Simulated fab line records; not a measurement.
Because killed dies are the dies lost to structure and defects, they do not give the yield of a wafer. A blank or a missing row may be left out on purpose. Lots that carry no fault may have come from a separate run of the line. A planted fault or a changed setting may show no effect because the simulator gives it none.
What tool caused it? | flow n5_finfet | Sampling: 24 lots, 72 wafers, 5 of 1938 route steps

## WHAT THE GAUGES SHOWED, per wafer
N5_BEOL_M3_INSPECT_30: inspects for defects (brightfield). Usual: raw_defect_count reads 360 (standard deviation 70).
lot  | measured     | on                | raw_defect_count | flag
L075 | day 7 05:01  | defect_inspect-02 | 317 428 327      |
L074 | day 7 19:47  | defect_inspect-02 | 248 255 261      |
L076 | day 8 02:42  | defect_inspect-02 | 438 324 283      |
L077 | day 8 08:55  | defect_inspect-01 | 534 311 422      |
L078 | day 8 12:02  | defect_inspect-02 | 370 368 223      |
L080 | day 8 16:37  | defect_inspect-02 | 321 286 271      |
L079 | day 8 18:38  | defect_inspect-02 | 386 299 341      |
L081 | day 8 23:52  | defect_inspect-02 | 283 274 395      |
L082 | day 9 04:34  | defect_inspect-01 | 381 369 456      |
L083 | day 9 06:28  | defect_inspect-02 | 351 328 409      |
L084 | day 9 23:21  | defect_inspect-01 | 312 277 298      |
L085 | day 10 07:46 | defect_inspect-01 | 399 295 268      |
L086 | day 10 07:49 | defect_inspect-01 | 504 417 622      |
L087 | day 10 20:11 | defect_inspect-02 | 346 391 448      |
L088 | day 11 00:38 | defect_inspect-01 | 308 312 243      |
L089 | day 11 01:24 | defect_inspect-02 | 443 405 384      |
L090 | day 11 01:58 | defect_inspect-01 | 402 418 517      |
L091 | day 11 13:41 | defect_inspect-01 | 318 409 305      |
L092 | day 11 17:43 | defect_inspect-02 | 337 372 382      |
L093 | day 11 18:56 | defect_inspect-02 | 400 321 308      |
L094 | day 12 12:07 | defect_inspect-02 | 386 401 384      |
L095 | day 12 12:24 | defect_inspect-02 | 452 419 432      |
L096 | day 12 21:08 | defect_inspect-01 | 380 361 325      |
L097 | day 12 22:25 | defect_inspect-01 | 424 470 374      |

N5_BEOL_M4_OVL_MEAS_12. Usual: M4_OVL gives 0.2 nm (standard deviation 0.74).
lot  | measured     | on         | M4_OVL (nm)    | flag
L075 | day 8 08:05  | overlay-01 | 0.3 -0.8 -0.6  |
L074 | day 8 11:48  | overlay-02 | -0.7 -1.5 -1.1 |
L076 | day 8 20:59  | overlay-02 | 0.6 1.4 0.5    |
L077 | day 8 21:16  | overlay-02 | -0.5 -0.4 0.6  |
L078 | day 8 22:29  | overlay-01 | 0.4 0.9 1.1    |
L080 | day 9 08:09  | overlay-02 | -0.1 -0.1 -0.8 |
L079 | day 9 13:43  | overlay-02 | 0.6 1.2 1.2    |
L081 | day 9 17:01  | overlay-02 | -0.5 0.5 -0.4  |
L082 | day 9 18:19  | overlay-01 | 0.3 1.7 0.5    |
L083 | day 9 18:26  | overlay-02 | 0.2 0.5 0.4    |
L084 | day 10 07:29 | overlay-01 | 1.0 1.9 0.0    |
L085 | day 10 13:55 | overlay-02 | -0.3 1.2 0.3   |
L086 | day 10 22:07 | overlay-02 | 0.3 0.4 -0.5   |
L087 | day 11 16:55 | overlay-01 | -1.8 -0.7 -1.0 |
L088 | day 11 20:41 | overlay-02 | 0.3 0.7 1.0    |
L089 | day 12 00:30 | overlay-02 | 0.8 1.1 -0.1   |
L090 | day 11 17:48 | overlay-02 | 0.4 0.6 0.3    |
L091 | day 12 03:56 | overlay-01 | -1.1 -1.1 0.3  |
L092 | day 12 07:46 | overlay-02 | 0.6 -0.5 1.0   |
L093 | day 12 09:11 | overlay-02 | 0.4 0.2 -0.8   |
L094 | day 13 02:09 | overlay-01 | -0.6 0.4 0.1   |
L095 | day 13 06:53 | overlay-02 | 0.6 1.8 0.1    |
L096 | day 13 16:17 | overlay-02 | -0.4 -0.6 0.1  |
L097 | day 13 14:10 | overlay-01 | -0.1 0.6 0.4   |

## WHICH TOOL RAN EACH LOT (tool, then ch and the chambers of the sampled wafers, then the start)
lot  | N5_BEOL_M3_ALD_98                 | N5_BEOL_M3_STRIP_97                           | N5_BEOL_M3_SPUTTER_92
L075 | ald_sin-03 ch 0,3, day 7 05:23    | rie_diel-03 ch 0,1,2, day 8 05:41 or earlier  | pvd_sputter-01, day 8 05:41
L074 | ald_sin-04 ch 1,2,3, day 7 20:02  | rie_diel-04 ch 1,2,3, day 8 09:35 or earlier  | pvd_sputter-03, day 8 09:35
L076 | ald_sin-03 ch 0,3, day 8 02:52    | rie_diel-04 ch 0,2,3, day 8 16:37 or earlier  | pvd_sputter-02, day 8 16:37
L077 | ald_sin-02 ch 1,2,3, day 8 09:09  | rie_diel-06 ch 2,3, day 8 17:49 or earlier    | pvd_sputter-01, day 8 17:49
L078 | ald_sin-02 ch 1,2,3, day 8 12:45  | rie_diel-04 ch 0,1,3, day 8 19:34 or earlier  | pvd_sputter-03, day 8 19:34
L080 | ald_sin-04 ch 0,1,3, day 8 16:47  | rie_diel-04 ch 0,1,3, day 9 04:35 or earlier  | pvd_sputter-02, day 9 04:35
L079 | ald_sin-04 ch 0,1,2, day 8 20:14  | rie_diel-04 ch 0,2,3, day 9 10:11 or earlier  | pvd_sputter-03, day 9 10:11
L081 | ald_sin-04 ch 0,1,2, day 9 00:28  | rie_diel-03 ch 2,3, day 9 12:11 or earlier    | pvd_sputter-03, day 9 12:11
L082 | ald_sin-02 ch 0,1, day 9 04:44    | rie_diel-03 ch 0,3, day 9 15:37 or earlier    | pvd_sputter-01, day 9 15:37
L083 | ald_sin-03 ch 0,1,2, day 9 06:38  | rie_diel-04 ch 1,2,3, day 9 15:50 or earlier  | pvd_sputter-02, day 9 15:50
L084 | ald_sin-02 ch 0,2, day 10 00:04   | rie_diel-03 ch 1,3, day 10 04:56 or earlier   | pvd_sputter-03, day 10 04:56
L085 | ald_sin-04 ch 0,2, day 10 07:55   | rie_diel-03 ch 1,2,3, day 10 11:02 or earlier | pvd_sputter-03, day 10 11:02
L086 | ald_sin-02 ch 0,2, day 10 07:58   | rie_diel-06 ch 2,3, day 10 16:47 or earlier   | pvd_sputter-01, day 10 16:47
L087 | ald_sin-02 ch 0,2, day 10 21:11   | rie_diel-06 ch 1,2,3, day 11 12:42 or earlier | pvd_sputter-01, day 11 12:42
L088 | ald_sin-04 ch 0,3, day 11 01:47   | rie_diel-04 ch 0,2, day 11 15:33 or earlier   | pvd_sputter-03, day 11 15:33
L089 | ald_sin-04 ch 0,3, day 11 01:53   | rie_diel-03 ch 0,3, day 11 19:37 or earlier   | pvd_sputter-03, day 11 19:37
L090 | ald_sin-02 ch 0,3, day 11 02:33   | rie_diel-03 ch 1,3, day 11 15:05 or earlier   | pvd_sputter-01, day 11 15:05
L091 | ald_sin-03 ch 2,3, day 11 13:52   | rie_diel-06 ch 0,2,3, day 12 01:39 or earlier | pvd_sputter-02, day 12 01:39
L092 | ald_sin-02 ch 1,2, day 11 18:09   | rie_diel-03 ch 0,3, day 12 03:46 or earlier   | pvd_sputter-02, day 12 03:46
L093 | ald_sin-03 ch 1,3, day 11 19:06   | rie_diel-06 ch 0,3, day 12 06:22 or earlier   | pvd_sputter-02, day 12 06:22
L094 | ald_sin-02 ch 1,2,3, day 12 12:38 | rie_diel-03 ch 0,2, day 12 22:52 or earlier   | pvd_sputter-03, day 12 22:52
L095 | ald_sin-02 ch 1,2,3, day 12 12:59 | rie_diel-03 ch 0,1,3, day 13 04:17 or earlier | pvd_sputter-02, day 13 04:17
L096 | ald_sin-02 ch 1,2, day 12 21:18   | rie_diel-04 ch 1,2, day 13 11:59 or earlier   | pvd_sputter-01, day 13 11:59
L097 | ald_sin-04 ch 1,2,3, day 12 22:47 | rie_diel-03 ch 0,3, day 13 11:28 or earlier   | pvd_sputter-03, day 13 11:28
- N5_BEOL_M3_ALD_98: deposits SiO2, target thk 2.5 nm, pulse time 1 s, co reactant pulse time 1 s.
- N5_BEOL_M3_STRIP_97: strips in N2/H2, time 10 s.
- N5_BEOL_M3_SPUTTER_92: material Cu, target thk 4.5 nm, time 8.29 s.

## AS READ BY THE TOOLS THEMSELVES (means over the sampled wafers that have a number; for cases with no such wafer, the mark the record gives instead)
N5_BEOL_M3_ALD_98. Usual: heater_power_w 78 W, standard deviation 7.1; precursor_pulse_height_rel 1.002, standard deviation 0.019.
lot  | tool       | heater_power_w (W) | precursor_pulse_height_rel | flag
L075 | ald_sin-03 | 77                 | 0.994                      |
L074 | ald_sin-04 | 88                 | 1.002                      |
L076 | ald_sin-03 | 76                 | 1.020                      |
L077 | ald_sin-02 | 75                 | 0.984                      |
L078 | ald_sin-02 | 72                 | 1.004                      |
L080 | ald_sin-04 | 81                 | 0.982                      |
L079 | ald_sin-04 | 81                 | 1.009                      |
L081 | ald_sin-04 | 81                 | 1.007                      |
L082 | ald_sin-02 | 72                 | 0.982                      |
L083 | ald_sin-03 | 77                 | 1.013                      |
L084 | ald_sin-02 | 70                 | 0.992                      |
L085 | ald_sin-04 | 77                 | 0.994                      |
L086 | ald_sin-02 | 72                 | 1.024                      |
L087 | ald_sin-02 | 68                 | 0.991                      |
L088 | ald_sin-04 | 86                 | 1.003                      |
L089 | ald_sin-04 | 86                 | 0.999                      |
L090 | ald_sin-02 | 70                 | 0.992                      |
L091 | ald_sin-03 | 74                 | 0.991                      |
L092 | ald_sin-02 | 73                 | 1.002                      |
L093 | ald_sin-03 | 77                 | 1.009                      |
L094 | ald_sin-02 | 73                 | 1.007                      |
L095 | ald_sin-02 | 75                 | 1.002                      |
L096 | ald_sin-02 | 73                 | 1.006                      |
L097 | ald_sin-04 | 88                 | 1.024                      |

N5_BEOL_M3_STRIP_97. Usual: drypump_motor_current_A 5.9 A, standard deviation 0.38; oes_product_au 0.78 a.u., standard deviation 0.096; rf_vpp_V 59.3 V, standard deviation 0.84; showerhead_plenum_p_Torr 2.56 Torr, standard deviation 0.074; throttle_valve_pct 23.6 %, standard deviation 0.33.
lot  | tool        | drypump_motor_current_A (A) | oes_product_au (a.u.) | rf_vpp_V (V) | showerhead_plenum_p_Torr (Torr) | throttle_valve_pct (%) | flag
L075 | rie_diel-03 | 5.9                         | 0.73                  | 59.8         | 2.58                            | 23.7                   |
L074 | rie_diel-04 | 6.0                         | 0.73                  | 59.1         | 2.63                            | 23.7                   |
L076 | rie_diel-04 | 5.9                         | 0.76                  | 59.3         | 2.61                            | 23.7                   |
L077 | rie_diel-06 | 5.7                         | 0.76                  | 58.6         | 2.45                            | 23.6                   |
L078 | rie_diel-04 | 5.9                         | 0.78                  | 60.0         | 2.62                            | 23.5                   |
L080 | rie_diel-04 | 5.9                         | 0.78                  | 59.2         | 2.62                            | 23.5                   |
L079 | rie_diel-04 | 6.0                         | 0.75                  | 59.4         | 2.61                            | 23.8                   |
L081 | rie_diel-03 | 6.1                         | 0.91                  | 59.3         | 2.55                            | 23.2                   |
L082 | rie_diel-03 | 6.3                         | 0.86                  | 59.8         | 2.60                            | 23.4                   |
L083 | rie_diel-04 | 6.0                         | 0.71                  | 59.2         | 2.63                            | 23.7                   |
L084 | rie_diel-03 | 6.0                         | 0.77                  | 59.3         | 2.62                            | 23.6                   |
L085 | rie_diel-03 | 5.9                         | 0.81                  | 58.7         | 2.56                            | 23.4                   |
L086 | rie_diel-06 | 5.8                         | 0.73                  | 58.9         | 2.43                            | 23.8                   |
L087 | rie_diel-06 | 5.6                         | 0.73                  | 58.7         | 2.47                            | 23.8                   |
L088 | rie_diel-04 | 6.3                         | 0.94                  | 59.6         | 2.60                            | 23.6                   |
L089 | rie_diel-03 | 6.3                         | 0.93                  | 60.2         | 2.60                            | 23.3                   |
L090 | rie_diel-03 | 5.9                         | 0.75                  | 59.4         | 2.62                            | 23.6                   |
L091 | rie_diel-06 | 5.6                         | 0.72                  | 59.5         | 2.45                            | 23.8                   |
L092 | rie_diel-03 | 6.2                         | 0.96                  | 60.0         | 2.60                            | 23.5                   |
L093 | rie_diel-06 | 5.8                         | 0.69                  | 58.9         | 2.44                            | 23.9                   |
L094 | rie_diel-03 | 5.9                         | 0.85                  | 58.9         | 2.50                            | 23.5                   |
L095 | rie_diel-03 | 6.1                         | 0.84                  | 58.5         | 2.60                            | 23.6                   |
L096 | rie_diel-04 | 6.4                         | 0.87                  | 59.3         | 2.61                            | 23.5                   |
L097 | rie_diel-03 | 6.3                         | 0.91                  | 58.8         | 2.59                            | 23.3                   |

N5_BEOL_M3_SPUTTER_92. Usual: chuck_gas_flow_sccm 1.26 sccm, standard deviation 0.058; throttle_valve_pct 30.2 %, standard deviation 1.
lot  | tool           | chuck_gas_flow_sccm (sccm) | throttle_valve_pct (%) | flag
L075 | pvd_sputter-01 | 1.29                       | 30.4                   |
L074 | pvd_sputter-03 | 1.23                       | 30.8                   |
L076 | pvd_sputter-02 | 1.23                       | 30.2                   |
L077 | pvd_sputter-01 | 1.29                       | 30.3                   |
L078 | pvd_sputter-03 | 1.23                       | 30.5                   |
L080 | pvd_sputter-02 | 1.25                       | 29.8                   |
L079 | pvd_sputter-03 | 1.28                       | 30.0                   |
L081 | pvd_sputter-03 | 1.24                       | 30.0                   |
L082 | pvd_sputter-01 | 1.29                       | 30.3                   |
L083 | pvd_sputter-02 | 1.23                       | 29.1                   |
L084 | pvd_sputter-03 | 1.31                       | 30.5                   |
L085 | pvd_sputter-03 | 1.23                       | 29.8                   |
L086 | pvd_sputter-01 | 1.30                       | 30.3                   |
L087 | pvd_sputter-01 | 1.22                       | 30.8                   |
L088 | pvd_sputter-03 | 1.22                       | 30.6                   |
L089 | pvd_sputter-03 | 1.24                       | 31.5                   |
L090 | pvd_sputter-01 | 1.32                       | 30.0                   |
L091 | pvd_sputter-02 | 1.27                       | 30.2                   |
L092 | pvd_sputter-02 | 1.29                       | 30.1                   |
L093 | pvd_sputter-02 | 1.25                       | 29.9                   |
L094 | pvd_sputter-03 | 1.21                       | 30.3                   |
L095 | pvd_sputter-02 | 1.26                       | 30.4                   |
L096 | pvd_sputter-01 | 1.31                       | 30.3                   |
L097 | pvd_sputter-03 | 1.28                       | 31.3                   |

## THE ANSWER, worked out from the rows above alone
Rule: take the mean of a lot's wafers that have a number; if it is more than 3 standard deviations from the usual mean, the lot is off. Also off: a lot with no number at a reading for which 4 or more lots have one. Where the step has rows for the other lots, those lots are counted as sound. First the gauges in route order, then the tools' own readings, where a lot's mean is used as printed above. The first step at which some lot is off is used, and at that step the reading that is off furthest; a lot without a number counts as furthest.
No lot is off at any reading shown: from this, nothing can be told.

## WHAT THE SIMULATOR PUT IN
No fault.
